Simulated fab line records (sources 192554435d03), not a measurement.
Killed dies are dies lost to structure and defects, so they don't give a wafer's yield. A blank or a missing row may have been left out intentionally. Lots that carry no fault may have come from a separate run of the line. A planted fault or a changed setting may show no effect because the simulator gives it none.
fab line records    flow n5_finfet
record lots=7  wafers=39
route steps=1938 shown MOL_CONTACT_COAG@586 BEOL_M1@751 BEOL_M6@1197 BEOL_M8@1371 BEOL_M9@1419
start_h: start of the lot's first displayed wafer, in hours after the record's first day    wait_h: how many hours have passed since the lot's step before this one    " as in the row above    L1.1+2: several wafers, shown together as one row    - value missing, or start not given    * or withheld: withheld    < > ~ a bound
route shown NAME@n: names a module that has steps shown in the file, with the first one's number in the route    usual: mean/standard deviation taken from wafers without a fault    same: alike in all rows    chamber/n: place in a boat    sites: readings site by site    _std_site: the values' standard deviation    _edge_site: the outer-site mean with the inner-site mean subtracted    radius_mm: for every site, how far away it sits from the centre of the wafer    mask NAME#n: copy n    behind: tool/chamber where the wafer was last shaped    hold: why the lot went on hold/how many hours it stayed there/how the hold came to an end    device: which transistor (n, p or np) failed to switch    end of line: the same wafers' tests at the end of the route    step lacking rows: just its recipe    killed: count of dies lost to structure and defects at first sort (not the wafer's yield)    map: the dies of a wafer, with x for killed, . for not killed, _ for no die there
set.NAME: the setting as run; set.NAME@STEP: as run at that earlier step    model.NAME: the simulator's own value behind a step, which no gauge read
lots with deliberately changed settings; one table per step, one row per wafer
## steps
# step N5_MOL_CONTACT_COAG_VIA_ETCH_46
# recipe chemistry=C4F6/O2  target_depth_a=460  overetch_a=92  mask_material=SOC  target=SiO2  bias_w=455  pressure_mtorr=10  time_s=40  source_w=325  Ar_flow_sccm=300  C4F6_flow_sccm=10  O2_flow_sccm=10  ion_energy_ev=575.3  ends=end_point
lot.wafer     tool         chamber  start_h  wait_h  set.target_depth_a  model.SOC_of_MOL_CONTACT_COAG_COAT_75.thk_nm
L074.1+2+3    rie_diel-02  3,2,1    98.35    0.0     530                 49.6
L074.4+6      "            1,3      "        "       460                 50.6
L074.5        "            2        "        "       460                 50.2
L080.1+2+4+6  rie_diel-01  0,1,3,2  139.43   0.0     460                 51
L080.3+5      "            2,1      "        "       460                 51.2
L084.1        rie_diel-02  0        157.85   0.0     460                 51
L084.2+5      "            1        "        "       460                 50.8
L084.3+4+6    "            3,2,2    "        "       460                 50.6
L085.1+4      rie_diel-02  2,1      168.31   0.0     460                 50.6
L085.2+3+5+6  "            1,3,3,2  "        "       460                 50.8
L086.1        rie_diel-06  2        171.77   0.0     460                 50.6
L086.2        "            3        "        "       577.6               49.2
L086.3+5      "            0,1      "        "       460                 50.8
L086.4        "            1        "        "       577.6               49.6
L086.6        "            0        "        "       577.6               49.4
L088.1+3+4    rie_diel-02  2,3,1    180.67   0.0     377.7               51.8
L088.2+5      "            1,2      "        "       460                 50.8
L088.6        "            3        "        "       460                 50.6
L097.1        rie_diel-02  2        236.88   0.0     460                 50.4
L097.2        "            1        "        "       460                 50.6
L097.3        "            3        "        "       460                 50.8
# step N5_BEOL_M1_ILD_DEP_00
# recipe material=SiOC  target_thk_a=790  temp_c=350  precursor=DEMS/O2  pressure_torr=5  rf_w=500  time_s=15.3
lot.wafer  tool      chamber  start_h  wait_h  set.target_thk_a  model.SiOC_of_BEOL_M1_ILD_DEP_00.thk_nm
L074.1     pecvd-01  0        118.55   0.0     790               77.8
L074.2     "         1        "        "       1161              113.8
L074.3     "         2        "        "       790               77.6
L074.4     "         2        "        "       1161              115.8
L074.5     "         0        "        "       790               79
L074.6     "         1        "        "       1161              116.4
L080.1     pecvd-03  0        159.44   0.0     790               78.8
L080.2     "         2        "        "       790               78.4
L080.3     "         1        "        "       611.9             61.8
L080.4     "         2        "        "       611.9             61.6
L080.5     "         0        "        "       790               79.6
L080.6     "         1        "        "       611.9             62.2
L084.1+3   pecvd-04  1,0      175.87   0.0     790               79
L084.2     "         2        "        "       560.1             56
L084.4     "         2        "        "       790               80
L084.5     "         1        "        "       560.1             57
L084.6     "         0        "        "       560.1             57.2
L085.1     pecvd-01  1        186.49   0.0     790               77.2
L085.2     "         2        "        "       921.7             91
L085.3     "         0        "        "       790               78
L085.4     "         0        "        "       790               78.6
L085.5     "         2        "        "       921.7             92.6
L085.6     "         1        "        "       921.7             92.4
L086.1     pecvd-04  1        193.58   0.0     790               80.4
L086.2     "         0        "        "       1020              103.6
L086.3     "         2        "        "       1020              102.4
L086.4     "         1        "        "       790               81.4
L086.5     "         0        "        "       1020              105.6
L086.6     "         2        "        "       790               80.8
L088.1     pecvd-01  1        203.22   0.0     1109              110
L088.2     "         2        "        "       1109              109.2
L088.3     "         0        "        "       790               77.6
L088.4     "         0        "        "       1109              111.6
L088.5     "         1        "        "       790               79.4
L088.6     "         2        "        "       790               80.2
L097.1     pecvd-04  0        260.55   0.0     790               79.4
L097.2     "         2        "        "       790               79.2
L097.3     "         1        "        "       790               77.2
# step N5_BEOL_M1_THK_MEAS_01
# recipe reads=SiOC_of_BEOL_M1_ILD_DEP_00
# usual M1_ILD_THK=79.1/1.2
lot.wafer  tool           chamber  start_h  wait_h  set.target_thk_a@BEOL_M1_ILD_DEP_00  M1_ILD_THK[nm]
L074.1     film_metro-02  -        118.62   0.0     790                                  77.8
L074.2     "              -        "        "       1161                                 113.7
L074.3     "              -        "        "       790                                  77.5
L074.4     "              -        "        "       1161                                 116.0
L074.5     "              -        "        "       790                                  79.1
L074.6     "              -        "        "       1161                                 116.5
L080.1     film_metro-02  -        159.51   0.0     790                                  78.9
L080.2     "              -        "        "       790                                  78.3
L080.3     "              -        "        "       611.9                                61.9
L080.4     "              -        "        "       611.9                                61.6
L080.5     "              -        "        "       790                                  79.6
L080.6     "              -        "        "       611.9                                62.3
L084.1     film_metro-02  -        175.93   0.0     790                                  79.1
L084.2     "              -        "        "       560.1                                56.0
L084.3     "              -        "        "       790                                  79.1
L084.4     "              -        "        "       790                                  80.1
L084.5     "              -        "        "       560.1                                57.0
L084.6     "              -        "        "       560.1                                57.3
L085.1     film_metro-01  -        186.56   0.0     790                                  77.1
L085.2     "              -        "        "       921.7                                91.1
L085.3     "              -        "        "       790                                  78.1
L085.4     "              -        "        "       790                                  78.7
L085.5     "              -        "        "       921.7                                92.7
L085.6     "              -        "        "       921.7                                92.3
L086.1     film_metro-02  -        193.64   0.0     790                                  80.3
L086.2     "              -        "        "       1020                                 103.6
L086.3     "              -        "        "       1020                                 102.4
L086.4     "              -        "        "       790                                  81.3
L086.5     "              -        "        "       1020                                 105.4
L086.6     "              -        "        "       790                                  80.9
L088.1     film_metro-01  -        203.30   0.1     1109                                 110.0
L088.2     "              -        "        "       1109                                 109.2
L088.3     "              -        "        "       790                                  77.5
L088.4     "              -        "        "       1109                                 111.5
L088.5     "              -        "        "       790                                  79.3
L088.6     "              -        "        "       790                                  80.2
L097.1     film_metro-01  -        260.62   0.0     790                                  79.4
L097.2     "              -        "        "       790                                  79.2
L097.3     "              -        "        "       790                                  77.2
# step N5_BEOL_M6_PECVD_70
# recipe material=SiO2  target_thk_a=200  temp_c=400  precursor=TEOS/O2  pressure_torr=5.5  rf_w=450  teos_flow_sccm=53.8  gas=O2  flow_sccm=3000  time_s=22.7
lot.wafer   tool      chamber  start_h  wait_h  set.time_s  model.SiO2_of_BEOL_M6_PECVD_70.thk_nm
L074.1      pecvd-03  1        181.71   0.0     32.73       27.8
L074.2      "         2        "        "       22.7        20
L074.3      "         0        "        "       22.7        19.6
L074.4+5    "         2,1      "        "       32.73       28.6
L074.6      "         0        "        "       22.7        19.8
L080.1+2+3  pecvd-04  1,2,0    226.25   0.0     22.7        19.6
L080.4+5    "         0,2      "        "       22.7        19.8
L080.6      "         1        "        "       22.7        20.2
L084.1      pecvd-02  1        233.47   0.0     26.36       23.2
L084.2      "         0        "        "       22.7        20.2
L084.3      "         2        "        "       22.7        20.6
L084.4+5    "         2,1      "        "       26.36       23.6
L084.6      "         0        "        "       22.7        20.4
L085.1      pecvd-03  0        254.98   0.0     12.79       11
L085.2      "         2        "        "       22.7        19.4
L085.3      "         1        "        "       12.79       11.2
L085.4      "         1        "        "       22.7        19.6
L085.5      "         2        "        "       22.7        20
L085.6      "         0        "        "       12.79       11.4
L086.1+4    pecvd-02  2        255.67   0.0     22.7        20.2
L086.2      "         0        "        "       22.7        20
L086.3+6    "         0,2      "        "       22.7        20.6
L086.5      "         0        "        "       22.7        20.4
L088.1      pecvd-03  1        274.00   0.0     33.61       29.2
L088.2+3    "         0,2      "        "       22.7        20.4
L088.4      "         1        "        "       22.7        20.2
L088.5+6    "         0,2      "        "       33.61       30
L097.1+2    pecvd-02  1,2      320.69   0.0     22.7        20
L097.3      "         0        "        "       22.7        19.8
# step N5_BEOL_M6_HM_DEP_02
# recipe material=TiN  target_thk_a=200  temp_c=25  chamber_pressure_pa=0.49996
# step N5_BEOL_M6_COAT_59
# recipe resist=SOC  temp_c=250  time_s=60  spin_rpm=1500  resist_thk_nm=100
# step N5_BEOL_M6_STRIP_80
# recipe chemistry=N2/H2  time_s=10  power_w=450  temp_c=40  pressure_mtorr=20  rf_frequency_hz=6e+07  bias_power_w=7  n2_flow_sccm=200  h2_flow_sccm=200
# step N5_BEOL_M6_HM_STRIP_39
# recipe chemistry=peroxide_tin_strip  material=TiN  target_depth_a=250  temp_c=50  time_s=158
lot.wafer   tool          chamber  start_h  wait_h  set.time_s@BEOL_M6_PECVD_70  model.SiO2_of_BEOL_M6_PECVD_70.thk_nm
L074.1      wet_bench-01  0        185.30   0.0     32.73                        27.6
L074.2+6    "             4,5      "        "       22.7                         19.8
L074.3      "             1        "        "       22.7                         19.4
L074.4+5    "             2,3      "        "       32.73                        28.6
L080.1+4+5  wet_bench-01  7,0,3    229.00   0.0     22.7                         19.6
L080.2+3    "             5,6      "        "       22.7                         19.4
L080.6      "             4        "        "       22.7                         20
L084.1      wet_bench-04  6        237.92   0.0     26.36                        23
L084.2      "             7        "        "       22.7                         20
L084.3      "             1        "        "       22.7                         20.4
L084.4+5    "             0,5      "        "       26.36                        23.4
L084.6      "             4        "        "       22.7                         20.2
L085.1      wet_bench-04  3        259.85   0.0     12.79                        10.8
L085.2      "             2        "        "       22.7                         19.4
L085.3+6    "             1,0      "        "       12.79                        11.2
L085.4      "             5        "        "       22.7                         19.6
L085.5      "             4        "        "       22.7                         19.8
L086.1+2+4  wet_bench-04  3,1,7    260.11   0.0     22.7                         20
L086.3+6    "             2,0      "        "       22.7                         20.4
L086.5      "             4        "        "       22.7                         20.2
L088.1      wet_bench-06  5        277.48   0.0     33.61                        29
L088.2+3    "             0,3      "        "       22.7                         20.2
L088.4      "             6        "        "       22.7                         20
L088.5+6    "             7,4      "        "       33.61                        29.8
L097.1+2    wet_bench-06  5,1      325.71   0.0     22.7                         19.8
L097.3      "             2        "        "       22.7                         19.6
# step N5_BEOL_M8_ETCH_66
# recipe chemistry=N2/H2  target=SOC  target_depth_a=800  overetch_a=160  mask_material=SiARC  temp_c=40  time_s=120  ion_energy_ev=200  pressure_mtorr=30  source_w=840  bias_w=150  n2_flow_sccm=200  h2_flow_sccm=200
lot.wafer  tool         chamber  start_h  wait_h  set.target_depth_a  model.SiARC_of_BEOL_M8_COAT_64.thk_nm  model.BEOL_M8.cd_nm
L074.1     rie_diel-06  3        200.72   0.0     800                 6.6                                    40.4
L074.2+6   "            2        "        "       800                 6.4                                    40.2
L074.3     "            0        "        "       1218                3.8                                    41.2
L074.4+5   "            1        "        "       1218                4.2                                    41.2
L080.1+5   rie_diel-01  3        245.86   0.0     800                 6.4                                    40
L080.2     "            0        "        "       1105                4.8                                    40.8
L080.3     "            1        "        "       1105                4.6                                    40.8
L080.4     "            1        "        "       800                 6.4                                    40.4
L080.6     "            0        "        "       1105                4.8                                    40.6
L084.1     rie_diel-01  0        251.74   0.0     989.5               5.6                                    40
L084.2     "            1        "        "       800                 6.4                                    40
L084.3     "            0        "        "       800                 6.6                                    39.8
L084.4     "            1        "        "       800                 6.4                                    40.2
L084.5     "            0        "        "       989.5               5.4                                    40.4
L084.6     "            1        "        "       989.5               5.4                                    40.6
L086.1     rie_diel-02  1        274.59   0.0     800                 6.6                                    40
L086.2     "            0        "        "       1119                4.4                                    40.6
L086.3     "            2        "        "       1119                4.4                                    40.8
L086.4     "            3        "        "       1119                4.6                                    40.6
L086.5     "            2        "        "       800                 6.4                                    40
L086.6     "            1        "        "       800                 6.4                                    40.2
L085.1+3   rie_diel-06  2,0      277.30   0.0     1099                4.6                                    40.8
L085.2     "            3        "        "       1099                4.8                                    40.8
L085.4     "            3        "        "       800                 6.4                                    39.8
L085.5+6   "            2,0      "        "       800                 6.4                                    40
L088.1     rie_diel-01  2        292.52   0.0     800                 6.4                                    40
L088.2     "            1        "        "       397.5               8.8                                    39
L088.3     "            3        "        "       397.5               8.8                                    38.8
L088.4     "            0        "        "       800                 6.6                                    39.6
L088.5     "            1        "        "       800                 6.4                                    39.8
L088.6     "            0        "        "       397.5               9                                      39
L097.1+2   rie_diel-02  3,2      337.98   0.0     800                 6.4                                    40
L097.3     "            0        "        "       800                 6.4                                    40.2
# step N5_BEOL_M8_STRIP_69
# recipe chemistry=N2/H2  temp_c=40  n2_flow_sccm=200  h2_flow_sccm=200  rf_frequency_hz=6e+07
# step N5_BEOL_M8_STRIP_73
# recipe chemistry=N2/H2  temp_c=40  n2_flow_sccm=200  h2_flow_sccm=200  rf_frequency_hz=6e+07
# step N5_BEOL_M8_VIA_ETCH_34
# recipe chemistry=C4F6/O2  target=SiCOH_lowk  target_depth_a=1255  mask_material=SOC  taper_deg=4  time_s=50.5  ion_energy_ev=250  pressure_mtorr=30  source_w=345  bias_w=185  Ar_flow_sccm=300  C4F6_flow_sccm=10  O2_flow_sccm=10
lot.wafer   tool         chamber  start_h  wait_h  set.target_depth_a@BEOL_M8_ETCH_66  model.BEOL_M8.cd_nm
L074.1      rie_diel-06  3        200.82   0.0     800                                 40.4
L074.2+6    "            2        "        "       800                                 40.2
L074.3+4+5  "            0,1,1    "        "       1218                                41.2
L080.1      rie_diel-01  3        245.96   0.0     800                                 40
L080.2+3+6  "            0,1,0    "        "       1105                                40.8
L080.4      "            1        "        "       800                                 40.4
L080.5      "            3        "        "       800                                 40.2
L084.1      rie_diel-01  0        251.89   0.0     989.5                               40
L084.2+4    "            1        "        "       800                                 40
L084.3      "            0        "        "       800                                 39.8
L084.5+6    "            0,1      "        "       989.5                               40.4
L086.1      rie_diel-02  1        274.69   0.0     800                                 40
L086.2+4    "            0,3      "        "       1119                                40.6
L086.3      "            2        "        "       1119                                41
L086.5+6    "            2,1      "        "       800                                 40.2
L085.1      rie_diel-06  2        277.40   0.0     1099                                41
L085.2+3    "            3,0      "        "       1099                                40.8
L085.4+5+6  "            3,2,0    "        "       800                                 40
L088.1      rie_diel-01  2        292.62   0.0     800                                 40
L088.2+3+6  "            1,3,0    "        "       397.5                               39
L088.4      "            0        "        "       800                                 39.6
L088.5      "            1        "        "       800                                 39.8
L097.1+2    rie_diel-02  3,2      338.08   0.0     800                                 40
L097.3      "            0        "        "       800                                 40.2
# step N5_BEOL_M9_ETCH_62
# recipe chemistry=N2/H2  target=SOC  target_depth_a=1100  overetch_a=220  mask_material=SiARC  temp_c=40  time_s=165  ion_energy_ev=200  pressure_mtorr=30  source_w=840  bias_w=150  n2_flow_sccm=200  h2_flow_sccm=200
lot.wafer  tool         chamber  start_h  wait_h  set.time_s  model.etch.depth_nm  model.SiARC_of_BEOL_M9_COAT_60.thk_nm  model.BEOL_M9.cd_offset_nm
L074.1     rie_diel-05  0        206.73   0.0     165         100                  23.4                                   -0.2
L074.2     "            2        "        "       165         99.64                23.6                                   0.2
L074.3     "            3        "        "       165         99.42                23.8                                   0
L074.4     "            1        "        "       112.8       92.27                25.4                                   -1.6
L074.5     "            3        "        "       112.8       87.26                25.6                                   -1.2
L074.6     "            2        "        "       112.8       89.87                25.6                                   -1.2
L080.1     rie_diel-03  1        252.28   0.0     165         99.93                23.6                                   -0.2
L080.2     "            2        "        "       165         99.92                23.6                                   0
L080.3     "            3        "        "       165         100                  23.4                                   -0.2
L080.4     "            0        "        "       93.72       73.47                26.4                                   -2
L080.5     "            2        "        "       93.72       72.75                26.4                                   -1.8
L080.6     "            3        "        "       93.72       75.57                26.2                                   -1.4
L084.1     rie_diel-03  2        256.87   0.0     165         99.62                23.6                                   0.8
L084.2     "            0        "        "       75.55       59.84                27                                     -1.4
L084.3     "            1        "        "       165         99.6                 23.6                                   0.4
L084.4     "            3        "        "       75.55       61.56                27                                     -1.4
L084.5     "            1        "        "       165         99.44                23.6                                   0.2
L084.6     "            0        "        "       75.55       59.63                27                                     -1.2
L086.1     rie_diel-03  2        280.89   0.0     165         99.76                23.6                                   -0.2
L086.2     "            1        "        "       165         99.88                23.8                                   0.4
L086.3     "            3        "        "       165         99.91                23.4                                   0.2
L086.4     "            1        "        "       165         99.79                23.8                                   -0.2
L086.5     "            3        "        "       165         99.81                23.6                                   0.4
L086.6     "            2        "        "       165         99.75                23.6                                   -0.2
L085.1     rie_diel-03  2        283.33   0.0     230         99.61                21                                     1.6
L085.2     "            1        "        "       165         99.46                23.8                                   0.2
L085.3     "            3        "        "       165         99.69                23.6                                   0.2
L085.4     "            2        "        "       230         99.71                21                                     1.8
L085.5     "            3        "        "       230         99.71                21                                     2
L085.6     "            1        "        "       165         99.61                23.8                                   0.2
L088.1     rie_diel-05  3        298.73   0.0     165         99.94                23.6                                   -0.6
L088.2     "            2        "        "       165         100.1                23.6                                   -0.2
L088.3     "            0        "        "       226.7       100.2                20.8                                   1.2
L088.4     "            1        "        "       226.7       99.93                20.8                                   0.8
L088.5     "            2        "        "       226.7       100                  21                                     0.6
L088.6     "            1        "        "       165         99.81                23.4                                   0
L097.1     rie_diel-05  0        344.99   0.0     165         99.99                23.6                                   -0.2
L097.2     "            2        "        "       165         100.3                23.6                                   0.2
L097.3     "            3        "        "       165         100.3                23.8                                   -0.2
# step N5_BEOL_M9_STRIP_68
# recipe chemistry=N2/H2  temp_c=40  n2_flow_sccm=200  h2_flow_sccm=200  rf_frequency_hz=6e+07
# step N5_BEOL_M9_STRIP_67
# recipe chemistry=CF4  resist=SiARC  power_w=300  bias_power_w=75  pressure_mtorr=50  cf4_flow_sccm=150  rf_frequency_hz=6e+07
# step N5_BEOL_M9_HM_OPEN_17
# recipe chemistry=Cl2/BCl3  target_depth_a=200  overetch_a=60  target=TiN  mask_material=SOC  ion_energy_ev=150  pressure_mtorr=10  icp_w=1000  bias_w=126  Cl2_flow_sccm=53.25  bcl3_flow_sccm=21.75  Ar_flow_sccm=25
lot.wafer  tool          chamber  start_h  wait_h  set.time_s@BEOL_M9_ETCH_62  model.BEOL_M9.cd_offset_nm
L074.1+3   rie_metal-01  1,0      206.92   0.0     165                         -0.2
L074.2     "             0        "        "       165                         0.2
L074.4     "             1        "        "       112.8                       -1.6
L074.5     "             0        "        "       112.8                       -1.2
L074.6     "             1        "        "       112.8                       -1.4
L080.1+3   rie_metal-01  1        252.46   0.0     165                         -0.2
L080.2     "             0        "        "       165                         0.2
L080.4     "             0        "        "       93.72                       -2
L080.5     "             1        "        "       93.72                       -1.8
L080.6     "             0        "        "       93.72                       -1.2
L084.1     rie_metal-02  0        257.06   0.0     165                         1
L084.2     "             1        "        "       75.55                       -1.4
L084.3     "             1        "        "       165                         0.6
L084.4+6   "             0,1      "        "       75.55                       -1.2
L084.5     "             0        "        "       165                         0.4
L086.1     rie_metal-01  0        281.08   0.0     165                         0
L086.2     "             1        "        "       165                         0.4
L086.3     "             1        "        "       165                         0.2
L086.4+6   "             0        "        "       165                         -0.2
L086.5     "             1        "        "       165                         0.6
L085.1     rie_metal-03  0        283.52   0.0     230                         1.6
L085.2+3   "             1        "        "       165                         0.4
L085.4     "             0        "        "       230                         1.8
L085.5     "             0        "        "       230                         2
L085.6     "             1        "        "       165                         0.2
L088.1     rie_metal-03  1        298.92   0.0     165                         -0.6
L088.2     "             0        "        "       165                         -0.2
L088.3     "             0        "        "       226.7                       1
L088.4     "             1        "        "       226.7                       0.8
L088.5     "             0        "        "       226.7                       0.6
L088.6     "             1        "        "       165                         0.2
L097.1     rie_metal-01  1        345.19   0.0     165                         -0.2
L097.2     "             0        "        "       165                         0.2
L097.3     "             0        "        "       165                         0
# step N5_BEOL_M9_STRIP_19
# recipe chemistry=O2  power_w=400  temp_c=40  pressure_mtorr=30  rf_frequency_hz=6e+07  bias_power_w=0  overash_fraction=0.2  o2_flow_sccm=225
# step N5_BEOL_M9_CD_MEAS_18
# recipe pitch_nm=140  target_cd_nm=70
# usual cd_nm=69.9/0.45
lot.wafer  tool       chamber  start_h  wait_h  set.time_s@BEOL_M9_ETCH_62  cd_nm
L074.1     cd_sem-03  -        207.12   0.0     165                         70.0
L074.2     "          -        "        "       165                         69.7
L074.3     "          -        "        "       165                         69.7
L074.4     "          -        "        "       112.8                       -
L074.5     "          -        "        "       112.8                       -
L074.6     "          -        "        "       112.8                       -
L080.1     cd_sem-01  -        252.65   0.0     165                         69.8
L080.2     "          -        "        "       165                         70.4
L080.3     "          -        "        "       165                         69.8
L080.4     "          -        "        "       93.72                       -
L080.5     "          -        "        "       93.72                       -
L080.6     "          -        "        "       93.72                       -
L084.1     cd_sem-01  -        257.31   0.0     165                         70.7
L084.2     "          -        "        "       75.55                       -
L084.3     "          -        "        "       165                         70.4
L084.4     "          -        "        "       75.55                       -
L084.5     "          -        "        "       165                         70.3
L084.6     "          -        "        "       75.55                       -
L086.1     cd_sem-01  -        281.26   0.0     165                         69.9
L086.2     "          -        "        "       165                         70.6
L086.3     "          -        "        "       165                         70.1
L086.4     "          -        "        "       165                         69.7
L086.5     "          -        "        "       165                         70.7
L086.6     "          -        "        "       165                         69.9
L085.1     cd_sem-01  -        283.70   0.0     230                         71.9
L085.2     "          -        "        "       165                         70.4
L085.3     "          -        "        "       165                         70.3
L085.4     "          -        "        "       230                         71.9
L085.5     "          -        "        "       230                         72.1
L085.6     "          -        "        "       165                         70.4
L088.1     cd_sem-01  -        299.10   0.0     165                         69.4
L088.2     "          -        "        "       165                         69.9
L088.3     "          -        "        "       226.7                       71.3
L088.4     "          -        "        "       226.7                       71.4
L088.5     "          -        "        "       226.7                       71.0
L088.6     "          -        "        "       165                         70.2
L097.1     cd_sem-01  -        345.51   0.0     165                         69.6
L097.2     "          -        "        "       165                         70.4
L097.3     "          -        "        "       165                         70.3
## key
split step=N5_MOL_CONTACT_COAG_VIA_ETCH_46  setting=target_depth_a  stated=460  by=wafer
response step=N5_MOL_CONTACT_COAG_VIA_ETCH_46  reading=model.SOC_of_MOL_CONTACT_COAG_COAT_75.thk_nm  change=-0.0551  per=1%  r=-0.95
split step=N5_BEOL_M1_ILD_DEP_00  setting=target_thk_a  stated=790  by=wafer
response step=N5_BEOL_M1_ILD_DEP_00  reading=model.SiOC_of_BEOL_M1_ILD_DEP_00.thk_nm  change=+0.784  per=1%  r=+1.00
response step=N5_BEOL_M1_THK_MEAS_01  reading=M1_ILD_THK  change=+0.785  per=1%  r=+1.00
split step=N5_BEOL_M6_PECVD_70  setting=time_s  stated=22.7  by=wafer
response step=N5_BEOL_M6_PECVD_70  reading=model.SiO2_of_BEOL_M6_PECVD_70.thk_nm  change=+0.194  per=1%  r=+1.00
response step=N5_BEOL_M6_HM_STRIP_39  reading=model.SiO2_of_BEOL_M6_PECVD_70.thk_nm  change=+0.195  per=1%  r=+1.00
split step=N5_BEOL_M8_ETCH_66  setting=target_depth_a  stated=800  by=wafer
response step=N5_BEOL_M8_ETCH_66  reading=model.SiARC_of_BEOL_M8_COAT_64.thk_nm  change=-0.0466  per=1%  r=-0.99
response step=N5_BEOL_M8_ETCH_66  reading=model.BEOL_M8.cd_nm  change=+0.0175  per=1%  r=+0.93
response step=N5_BEOL_M8_VIA_ETCH_34  reading=model.BEOL_M8.cd_nm  change=+0.0172  per=1%  r=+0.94
split step=N5_BEOL_M9_ETCH_62  setting=time_s  stated=165  by=wafer
response step=N5_BEOL_M9_ETCH_62  reading=model.etch.depth_nm  shape=bent  at_lowest=60.34  at_stated=99.82  at_highest=99.68
response step=N5_BEOL_M9_ETCH_62  reading=model.SiARC_of_BEOL_M9_COAT_60.thk_nm  change=-0.0655  per=1%  r=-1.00
response step=N5_BEOL_M9_ETCH_62  reading=model.BEOL_M9.cd_offset_nm  change=+0.0359  per=1%  r=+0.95
response step=N5_BEOL_M9_HM_OPEN_17  reading=model.BEOL_M9.cd_offset_nm  change=+0.0355  per=1%  r=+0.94
response step=N5_BEOL_M9_CD_MEAS_18  reading=cd_nm  change=+0.0391  per=1%  r=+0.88
